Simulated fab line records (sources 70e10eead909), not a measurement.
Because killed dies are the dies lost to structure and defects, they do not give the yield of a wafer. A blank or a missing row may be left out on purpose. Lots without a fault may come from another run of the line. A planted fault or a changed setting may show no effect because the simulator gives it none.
Chamber matching | flow nand-harc | pecvd-02 running NHARC_A_SLIT_DEP_25: 3 sister chambers
The step deposits SiO2, target thk 200 nm. 14 wafers are shown with their chamber, then 7 later ones without.

## WAFERS WITH THEIR CHAMBER
wafer  | chamber | heater-power-w (W) | throttle-valve-pct (%)
L077.3 | 2       | 414                | 16.7
L077.4 | 2       | 433                | 16.1
L077.6 | 1       | 667                | 15.5
L076.1 | 1       | 652                | 15.6
L076.3 | 0       | 528                | 16.0
L076.6 | 2       | 430                | 16.4
L088.1 | 1       | 622                | 16.6
L088.2 | 2       | 407                | 15.7
L088.5 | 1       | 620                | 16.3
L087.4 | 0       | 485                | 16.1
L087.5 | 1       | 537                | 16.0
L087.6 | 2       | 458                | 16.0
L090.1 | 1       | 617                | 16.3
L090.2 | 0       | 554                | 16.0

SIGNATURES, as means of the wafers listed above
reading            | chamber 0 | chamber 1 | chamber 2 | scatter within a chamber
heater-power-w     | 522.33    | 619.17    | 428.40    | 35.8
throttle-valve-pct | 16.033    | 16.050    | 16.180    | 0.373
Rule: for each reading, subtract the chamber's mean from the wafer's reading, divide by that reading's scatter and square the result; add these up over the readings and take the root, which gives the wafer's distance from the chamber. The wafer belongs to the nearest chamber; if the next one is less than 2 further off, it can't be placed. The scatter: take each reading less its chamber's mean, square it, sum over the shown wafers, divide by the number of wafers less the number of chambers, and take the root.

## WAFERS WITHOUT THEIR CHAMBER
wafer  | heater-power-w (W) | throttle-valve-pct (%)
L090.5 | 639                | 16.5
L093.2 | 581                | 16.2
L093.5 | 601                | 16.5
L093.6 | 436                | 15.8
L096.4 | 559                | 16.2
L096.5 | 563                | 16.2
L096.6 | 447                | 15.9

## CHAMBER TAKEN BY EACH
wafer  | from the rows above     | in truth
L090.5 | 1                       | 1
L093.2 | can't be placed: 1 or 0 | 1
L093.5 | can't be placed: 1 or 0 | 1
L093.6 | can't be placed: 2 or 0 | 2
L096.4 | can't be placed: 0 or 1 | 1
L096.5 | can't be placed: 0 or 1 | 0
L096.6 | can't be placed: 2 or 0 | 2
Correctly placed: 1 of 7. Unplaceable from these rows: 6, with the true chamber sitting among the candidates in 6. 0 placed wrongly.
